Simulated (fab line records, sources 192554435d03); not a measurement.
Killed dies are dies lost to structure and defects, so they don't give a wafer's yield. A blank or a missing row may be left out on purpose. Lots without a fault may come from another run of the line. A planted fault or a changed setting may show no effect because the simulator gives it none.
Which tool did it? | flow n5_finfet | 21 lots, 63 wafers sampled, at 6 steps of a route of 1938

WHAT THE GAUGES READ, wafer by wafer
The record holds no reading of a measuring or inspecting step that can be judged against a usual standard deviation.

WHICH TOOL RAN EACH LOT (tool, then ch and the chambers of the sampled wafers, then the start)
lot  | N5_MOL_CONTACT_COAG_ETCH_91        | N5_MOL_CONTACT_COAG_VIA_ETCH_46    | N5_MOL_CONTACT_COAG_DESCUM_45      | N5_MOL_CONTACT_COAG_ALD_133       | N5_MOL_CONTACT_COAG_ETCHBACK_136   | N5_MOL_CONTACT_COAG_CVD_140
L074 | rie_diel-03 ch 1,2, day 5 00:52    | rie_diel-03 ch 1,2, day 5 00:59    | rie_diel-01 ch 0,2, day 5 01:46    | ald_sin-01 ch 0,1, day 5 01:54    | rie_diel-03 ch 0,2, day 5 02:14    | cvd_w-01 ch 0,1, day 5 02:54
L075 | rie_diel-03 ch 1,2,3, day 5 13:01  | rie_diel-03 ch 1,2,3, day 5 13:08  | rie_diel-03 ch 1,2,3, day 5 13:55  | ald_sin-04 ch 1,3, day 5 14:02    | rie_diel-03 ch 1,3, day 5 14:23    | cvd_w-01 ch 0,1, day 5 15:05
L076 | rie_diel-03 ch 1,2,3, day 5 16:02  | rie_diel-03 ch 1,2,3, day 5 16:09  | rie_diel-01 ch 1,2,3, day 5 17:13  | ald_sin-03 ch 0,1,3, day 5 17:20  | rie_diel-03 ch 0,1, day 5 17:39    | cvd_w-01 ch 0,1, day 5 18:10
L077 | rie_diel-01 ch 1,3, day 5 19:51    | rie_diel-01 ch 1,3, day 5 19:58    | rie_diel-03 ch 0,1, day 5 20:45    | ald_sin-01 ch 1,2, day 5 20:53    | rie_diel-03 ch 0,1,2, day 5 21:11  | cvd_w-01 ch 1, day 5 21:43
L079 | rie_diel-03 ch 0,1,3, day 6 09:44  | rie_diel-03 ch 0,1,3, day 6 09:51  | rie_diel-03 ch 0,1,2, day 6 10:38  | ald_sin-01 ch 1,2,3, day 6 10:46  | rie_diel-01 ch 0,1, day 6 11:04    | cvd_w-01 ch 0,1, day 6 11:35
L080 | rie_diel-03 ch 0,1,2, day 6 15:57  | rie_diel-03 ch 0,1,2, day 6 16:04  | rie_diel-01 ch 1,3, day 6 16:52    | ald_sin-01 ch 0,1,3, day 6 17:01  | rie_diel-01 ch 0,1, day 6 17:22    | cvd_w-01 ch 0,1, day 6 17:53
L081 | rie_diel-03 ch 2,3, day 6 18:26    | rie_diel-03 ch 2,3, day 6 18:34    | rie_diel-03 ch 2,3, day 6 20:05    | ald_sin-01 ch 0,3, day 6 20:13    | rie_diel-05 ch 0,2,3, day 6 20:33  | cvd_w-02 ch 0, day 6 21:21
L082 | rie_diel-01 ch 1,2,3, day 7 04:17  | rie_diel-01 ch 1,2,3, day 7 04:24  | rie_diel-01 ch 2,3, day 7 05:10    | ald_sin-03 ch 0,1, day 7 05:19    | rie_diel-01 ch 0,1,3, day 7 05:37  | cvd_w-02 ch 0,1, day 7 06:08
L083 | rie_diel-05 ch 0,2,3, day 7 11:01  | rie_diel-05 ch 0,2,3, day 7 11:09  | rie_diel-03 ch 1,2, day 7 11:55    | ald_sin-01 ch 0,1,2, day 7 12:10  | rie_diel-03 ch 1,3, day 7 12:34    | cvd_w-02 ch 0,1, day 7 13:04
L084 | rie_diel-03 ch 1,2, day 7 14:50    | rie_diel-03 ch 1,2, day 7 14:58    | rie_diel-03 ch 1,3, day 7 16:07    | ald_sin-04 ch 0,2, day 7 16:14    | rie_diel-01 ch 1,2, day 7 16:35    | cvd_w-01 ch 0,1, day 7 17:06
L085 | rie_diel-05 ch 0,1,3, day 8 01:40  | rie_diel-05 ch 0,1,3, day 8 01:47  | rie_diel-01 ch 0,1,3, day 8 02:39  | ald_sin-03 ch 0,1,3, day 8 02:47  | rie_diel-05 ch 2,3, day 8 03:05    | cvd_w-01 ch 0,1, day 8 03:36
L086 | rie_diel-05 ch 0,1,2, day 8 05:07  | rie_diel-05 ch 0,1,2, day 8 05:14  | rie_diel-01 ch 0,2,3, day 8 06:19  | ald_sin-03 ch 0,1,3, day 8 06:26  | rie_diel-03 ch 1,3, day 8 06:45    | cvd_w-01 ch 0,1, day 8 07:16
L087 | rie_diel-03 ch 2,3, day 8 10:23    | rie_diel-03 ch 2,3, day 8 10:31    | rie_diel-05 ch 0,2, day 8 11:17    | ald_sin-03 ch 0,1, day 8 11:25    | rie_diel-03 ch 2,3, day 8 11:43    | cvd_w-01 ch 0,1, day 8 12:19
L088 | rie_diel-01 ch 1,2, day 8 13:25    | rie_diel-01 ch 1,2, day 8 13:32    | rie_diel-05 ch 1,2,3, day 8 14:19  | ald_sin-03 ch 2,3, day 8 15:29    | rie_diel-05 ch 1,3, day 8 15:47    | cvd_w-02 ch 0,1, day 8 16:18
L089 | rie_diel-01 ch 0,2,3, day 8 18:14  | rie_diel-01 ch 0,2,3, day 8 18:22  | rie_diel-03 ch 1,2,3, day 8 19:16  | ald_sin-03 ch 0,1,2, day 8 19:24  | rie_diel-05 ch 0,2,3, day 8 19:42  | cvd_w-02 ch 0,1, day 8 20:13
L090 | rie_diel-01 ch 0,1, day 9 02:14    | rie_diel-01 ch 0,1, day 9 02:21    | rie_diel-01 ch 0,3, day 9 04:25    | ald_sin-03 ch 0,2, day 9 04:34    | rie_diel-01 ch 0,1,3, day 9 04:59  | cvd_w-02 ch 0,1, day 9 05:30
L092 | rie_diel-03 ch 0,1, day 9 15:40    | rie_diel-03 ch 0,1, day 9 15:48    | rie_diel-01 ch 1,3, day 9 17:04    | ald_sin-03 ch 2,3, day 9 17:11    | rie_diel-05 ch 0,1,2, day 9 17:38  | cvd_w-02 ch 0,1, day 9 18:11
L093 | rie_diel-01 ch 0,1,3, day 9 18:24  | rie_diel-01 ch 0,1,3, day 9 18:32  | rie_diel-01 ch 1,3, day 9 19:19    | ald_sin-04 ch 0,1, day 9 19:26    | rie_diel-01 ch 1,3, day 9 19:44    | cvd_w-01 ch 1, day 9 20:16
L094 | rie_diel-05 ch 0,2, day 10 08:14   | rie_diel-05 ch 0,2, day 10 08:21   | rie_diel-03 ch 1,2, day 10 09:19   | ald_sin-04 ch 1,3, day 10 09:33   | rie_diel-01 ch 2,3, day 10 09:51   | cvd_w-02 ch 0,1, day 10 10:27
L096 | rie_diel-05 ch 0,1,2, day 10 21:52 | rie_diel-05 ch 0,1,2, day 10 21:59 | rie_diel-01 ch 0,1,2, day 10 22:46 | ald_sin-03 ch 0,1,2, day 10 22:55 | rie_diel-01 ch 0,2,3, day 10 23:29 | cvd_w-01 ch 0,1, day 11 00:00
L097 | rie_diel-05 ch 0,2,3, day 11 00:13 | rie_diel-05 ch 0,2,3, day 11 00:20 | rie_diel-03 ch 1,2, day 11 01:07   | ald_sin-03 ch 0,1,3, day 11 01:46 | rie_diel-01 ch 0,2,3, day 11 02:04 | cvd_w-02 ch 0,1, day 11 02:35
- N5_MOL_CONTACT_COAG_ETCH_91: etches SOC in N2/H2, target depth 60 nm, overetch 21 nm, time 101.2 s.
- N5_MOL_CONTACT_COAG_VIA_ETCH_46: etches SiO2 in C4F6/O2, target depth 46 nm, overetch 9.2 nm, time 40 s.
- N5_MOL_CONTACT_COAG_DESCUM_45: chemistry O2, time 7 s.
- N5_MOL_CONTACT_COAG_ALD_133: deposits SiO2, target thk 5 nm, pulse time 1 s, co reactant pulse time 1 s.
- N5_MOL_CONTACT_COAG_ETCHBACK_136: etches SiO2 in CHF3, target depth 25 nm, time 16.7 s.
- N5_MOL_CONTACT_COAG_CVD_140: deposits W, target thk 66.5 nm, time 215 s.

WHAT THE TOOLS THEMSELVES READ (means of the sampled wafers that have a number; where no wafer has one, the mark that the record gives instead)
N5_MOL_CONTACT_COAG_ETCH_91.
lot  | tool        | drypump_motor_current_A (A) | h2_flow_sccm (sccm) | oes_product_au (a.u.) | rf_vpp_V (V) | showerhead_plenum_p_Torr (Torr) | temp_c (C) | throttle_valve_pct (%)
L074 | rie_diel-03 | 5.6                         | 200.2               | 0.65                  | 524          | 2.53                            | 40.01      | 18.03
L075 | rie_diel-03 | 5.8                         | 200.2               | 0.66                  | 524          | 2.56                            | 40.02      | 17.82
L076 | rie_diel-03 | 5.8                         | 200.0               | 0.65                  | 525          | 2.56                            | 40.04      | 17.82
L077 | rie_diel-01 | 6.3                         | 200.3               | 0.78                  | 526          | 2.64                            | 39.97      | 17.80
L079 | rie_diel-03 | 5.9                         | 200.3               | 0.65                  | 524          | 2.55                            | 39.86      | 17.75
L080 | rie_diel-03 | 5.6                         | 199.7               | 0.64                  | 522          | 2.52                            | 40.07      | 17.96
L081 | rie_diel-03 | 5.9                         | 199.2               | 0.59                  | 522          | 2.46                            | 39.90      | 17.91
L082 | rie_diel-01 | 5.8                         | 200.2               | 0.77                  | 524          | 2.56                            | 40.08      | 17.64
L083 | rie_diel-05 | 5.5                         | 200.1               | 0.65                  | 524          | 2.55                            | 40.01      | 17.95
L084 | rie_diel-03 | 5.5                         | 199.8               | 0.68                  | 526          | 2.62                            | 40.07      | 18.01
L085 | rie_diel-05 | 5.6                         | 200.1               | 0.68                  | 523          | 2.50                            | 39.92      | 18.00
L086 | rie_diel-05 | 5.6                         | 200.0               | 0.72                  | 523          | 2.51                            | 40.00      | 17.85
L087 | rie_diel-03 | 5.9                         | 200.7               | 0.58                  | 521          | 2.45                            | 39.98      | 17.93
L088 | rie_diel-01 | 5.6                         | 200.0               | 0.74                  | 522          | 2.49                            | 40.03      | 17.65
L089 | rie_diel-01 | 5.8                         | 200.0               | 0.74                  | 523          | 2.55                            | 39.92      | 17.64
L090 | rie_diel-01 | 5.8                         | 199.3               | 0.73                  | 522          | 2.49                            | 40.18      | 17.82
L092 | rie_diel-03 | 5.6                         | 200.2               | 0.77                  | 528          | 2.71                            | 39.98      | 17.66
L093 | rie_diel-01 | 6.0                         | 200.3               | 0.72                  | 525          | 2.56                            | 40.16      | 17.83
L094 | rie_diel-05 | 5.5                         | 200.2               | 0.66                  | 521          | 2.46                            | 40.13      | 18.04
L096 | rie_diel-05 | 5.6                         | 199.7               | 0.69                  | 523          | 2.50                            | 39.97      | 17.89
L097 | rie_diel-05 | 5.6                         | 199.7               | 0.71                  | 524          | 2.55                            | 40.04      | 17.88

N5_MOL_CONTACT_COAG_VIA_ETCH_46.
lot  | tool        | drypump_motor_current_A (A) | oes_product_au (a.u.) | rf_vpp_V (V) | showerhead_plenum_p_Torr (Torr) | throttle_valve_pct (%)
L074 | rie_diel-03 | 5.6                         | 0.69                  | 1614         | 2.81                            | 41.0
L075 | rie_diel-03 | 5.8                         | 0.70                  | 1626         | 2.85                            | 40.9
L076 | rie_diel-03 | 5.9                         | 0.70                  | 1626         | 2.85                            | 40.9
L077 | rie_diel-01 | 6.3                         | 0.83                  | 1613         | 2.96                            | 41.4
L079 | rie_diel-03 | 5.8                         | 0.69                  | 1623         | 2.84                            | 40.7
L080 | rie_diel-03 | 5.6                         | 0.68                  | 1612         | 2.80                            | 40.8
L081 | rie_diel-03 | 5.9                         | 0.63                  | 1614         | 2.74                            | 40.7
L082 | rie_diel-01 | 5.8                         | 0.82                  | 1614         | 2.86                            | 41.0
L083 | rie_diel-05 | 5.6                         | 0.70                  | 1597         | 2.84                            | 40.7
L084 | rie_diel-03 | 5.5                         | 0.73                  | 1623         | 2.91                            | 41.2
L085 | rie_diel-05 | 5.5                         | 0.72                  | 1578         | 2.79                            | 40.8
L086 | rie_diel-05 | 5.6                         | 0.76                  | 1579         | 2.81                            | 40.9
L087 | rie_diel-03 | 5.9                         | 0.63                  | 1613         | 2.73                            | 40.7
L088 | rie_diel-01 | 5.6                         | 0.79                  | 1594         | 2.78                            | 40.9
L089 | rie_diel-01 | 5.7                         | 0.79                  | 1622         | 2.87                            | 41.0
L090 | rie_diel-01 | 5.7                         | 0.78                  | 1580         | 2.78                            | 41.1
L092 | rie_diel-03 | 5.5                         | 0.81                  | 1627         | 3.01                            | 41.0
L093 | rie_diel-01 | 6.0                         | 0.77                  | 1599         | 2.86                            | 41.3
L094 | rie_diel-05 | 5.6                         | 0.71                  | 1576         | 2.74                            | 40.8
L096 | rie_diel-05 | 5.6                         | 0.74                  | 1580         | 2.80                            | 40.9
L097 | rie_diel-05 | 5.5                         | 0.75                  | 1597         | 2.83                            | 40.9

N5_MOL_CONTACT_COAG_DESCUM_45.
lot  | tool        | drypump_motor_current_A (A) | oes_product_au (a.u.) | rf_vpp_V (V) | showerhead_plenum_p_Torr (Torr) | temp_c (C) | throttle_valve_pct (%)
L074 | rie_diel-01 | 5.3                         | 0.68                  | 242.9        | 2.04                            | 40.09      | 20.45
L075 | rie_diel-03 | 5.8                         | 0.79                  | 243.6        | 2.11                            | 40.02      | 20.48
L076 | rie_diel-01 | 5.8                         | 0.85                  | 243.1        | 2.12                            | 40.06      | 20.46
L077 | rie_diel-03 | 5.5                         | 0.76                  | 242.4        | 2.05                            | 40.11      | 20.29
L079 | rie_diel-03 | 5.5                         | 0.76                  | 242.4        | 2.06                            | 40.06      | 20.47
L080 | rie_diel-01 | 6.2                         | 0.92                  | 244.4        | 2.18                            | 40.02      | 20.57
L081 | rie_diel-03 | 5.9                         | 0.71                  | 242.3        | 2.03                            | 40.01      | 20.64
L082 | rie_diel-01 | 5.5                         | 0.95                  | 243.5        | 2.11                            | 40.02      | 20.23
L083 | rie_diel-03 | 5.6                         | 0.76                  | 243.1        | 2.07                            | 39.99      | 20.67
L084 | rie_diel-03 | 6.2                         | 0.77                  | 243.3        | 2.13                            | 40.03      | 20.36
L085 | rie_diel-01 | 6.0                         | 0.89                  | 243.1        | 2.11                            | 39.98      | 20.44
L086 | rie_diel-01 | 5.7                         | 0.91                  | 242.8        | 2.10                            | 40.00      | 20.33
L087 | rie_diel-05 | 5.6                         | 0.81                  | 241.2        | 2.04                            | 39.97      | 20.67
L088 | rie_diel-05 | 5.6                         | 0.81                  | 244.2        | 2.14                            | 40.02      | 20.42
L089 | rie_diel-03 | 5.8                         | 0.75                  | 243.3        | 2.10                            | 39.97      | 20.53
L090 | rie_diel-01 | 5.9                         | 0.88                  | 243.4        | 2.10                            | 39.95      | 20.41
L092 | rie_diel-01 | 6.2                         | 0.87                  | 244.9        | 2.17                            | 40.01      | 20.61
L093 | rie_diel-01 | 6.0                         | 0.87                  | 242.5        | 2.12                            | 39.96      | 20.51
L094 | rie_diel-03 | 5.5                         | 0.79                  | 243.4        | 2.13                            | 40.11      | 20.58
L096 | rie_diel-01 | 5.5                         | 0.87                  | 243.1        | 2.04                            | 39.90      | 20.25
L097 | rie_diel-03 | 5.6                         | 0.73                  | 242.3        | 2.06                            | 40.04      | 20.71

N5_MOL_CONTACT_COAG_ALD_133.
lot  | tool       | heater_power_w (W) | precursor_pulse_height_rel
L074 | ald_sin-01 | 72                 | 1.017
L075 | ald_sin-04 | 71                 | 0.992
L076 | ald_sin-03 | 77                 | 0.998
L077 | ald_sin-01 | 77                 | 1.002
L079 | ald_sin-01 | 76                 | 1.022
L080 | ald_sin-01 | 74                 | 1.004
L081 | ald_sin-01 | 74                 | 1.004
L082 | ald_sin-03 | 72                 | 1.022
L083 | ald_sin-01 | 75                 | 0.990
L084 | ald_sin-04 | 77                 | 1.007
L085 | ald_sin-03 | 79                 | 0.991
L086 | ald_sin-03 | 78                 | 0.988
L087 | ald_sin-03 | 77                 | 1.010
L088 | ald_sin-03 | 87                 | 1.007
L089 | ald_sin-03 | 78                 | 1.010
L090 | ald_sin-03 | 80                 | 1.015
L092 | ald_sin-03 | 87                 | 0.986
L093 | ald_sin-04 | 77                 | 0.997
L094 | ald_sin-04 | 72                 | 1.005
L096 | ald_sin-03 | 78                 | 1.007
L097 | ald_sin-03 | 79                 | 1.014

N5_MOL_CONTACT_COAG_ETCHBACK_136.
lot  | tool        | drypump_motor_current_A (A) | oes_product_au (a.u.) | rf_vpp_V (V) | showerhead_plenum_p_Torr (Torr) | throttle_valve_pct (%)
L074 | rie_diel-03 | 5.6                         | 0.70                  | 530          | 2.26                            | 18.84
L075 | rie_diel-03 | 5.8                         | 0.86                  | 542          | 2.47                            | 18.62
L076 | rie_diel-03 | 5.5                         | 0.77                  | 533          | 2.34                            | 18.65
L077 | rie_diel-03 | 5.6                         | 0.76                  | 533          | 2.35                            | 18.77
L079 | rie_diel-01 | 5.7                         | 0.94                  | 525          | 2.34                            | 18.60
L080 | rie_diel-01 | 5.7                         | 0.92                  | 525          | 2.34                            | 18.61
L081 | rie_diel-05 | 5.5                         | 0.79                  | 528          | 2.38                            | 18.80
L082 | rie_diel-01 | 6.0                         | 0.92                  | 529          | 2.41                            | 18.72
L083 | rie_diel-03 | 6.1                         | 0.78                  | 542          | 2.41                            | 18.58
L084 | rie_diel-01 | 5.6                         | 0.92                  | 527          | 2.33                            | 18.48
L085 | rie_diel-05 | 5.5                         | 0.75                  | 534          | 2.47                            | 18.84
L086 | rie_diel-03 | 6.1                         | 0.78                  | 540          | 2.41                            | 18.60
L087 | rie_diel-03 | 6.1                         | 0.70                  | 538          | 2.32                            | 18.67
L088 | rie_diel-05 | 5.5                         | 0.76                  | 528          | 2.42                            | 18.89
L089 | rie_diel-05 | 5.6                         | 0.78                  | 528          | 2.38                            | 18.84
L090 | rie_diel-01 | 6.0                         | 0.88                  | 528          | 2.40                            | 18.75
L092 | rie_diel-05 | 5.6                         | 0.84                  | 522          | 2.34                            | 18.72
L093 | rie_diel-01 | 6.1                         | 0.87                  | 526          | 2.39                            | 18.73
L094 | rie_diel-01 | 6.0                         | 0.89                  | 540          | 2.47                            | 18.82
L096 | rie_diel-01 | 5.7                         | 0.87                  | 536          | 2.40                            | 18.72
L097 | rie_diel-01 | 5.8                         | 0.87                  | 537          | 2.40                            | 18.71

N5_MOL_CONTACT_COAG_CVD_140.
lot  | tool     | heater_power_w (W)
L074 | cvd_w-01 | 456
L075 | cvd_w-01 | 462
L076 | cvd_w-01 | 457
L077 | cvd_w-01 | 453
L079 | cvd_w-01 | 460
L080 | cvd_w-01 | 450
L081 | cvd_w-02 | 479
L082 | cvd_w-02 | 493
L083 | cvd_w-02 | 503
L084 | cvd_w-01 | 461
L085 | cvd_w-01 | 462
L086 | cvd_w-01 | 458
L087 | cvd_w-01 | 457
L088 | cvd_w-02 | 504
L089 | cvd_w-02 | 502
L090 | cvd_w-02 | 488
L092 | cvd_w-02 | 489
L093 | cvd_w-01 | 454
L094 | cvd_w-02 | 494
L096 | cvd_w-01 | 461
L097 | cvd_w-02 | 493

THE ANSWER, worked out from the rows above alone
Rule: what is usual is taken from the lots themselves. Put in order of their means at a reading, lots are off if they are a third of the lots or fewer, leave a main group of 4 or more, and stand apart from it by a gap of 3 or more times the standard deviation of the main group's means; of several such gaps the widest counts. A main group whose means are all the same, to the digits that the tables above print for the reading, isn't used. A lot without any number at a reading at which 4 lots or more have one is off too. The other lots that the step has rows for count as sound. The gauges are gone through in route order, then the tools' own readings, and for those a lot's mean is taken as printed above. The first step at which some lot is off is used, and at that step the reading that is off furthest; a lot without a number counts as furthest.
No lot is off at any reading shown: from this, nothing can be told.

WHAT THE SIMULATOR HAD PUT IN
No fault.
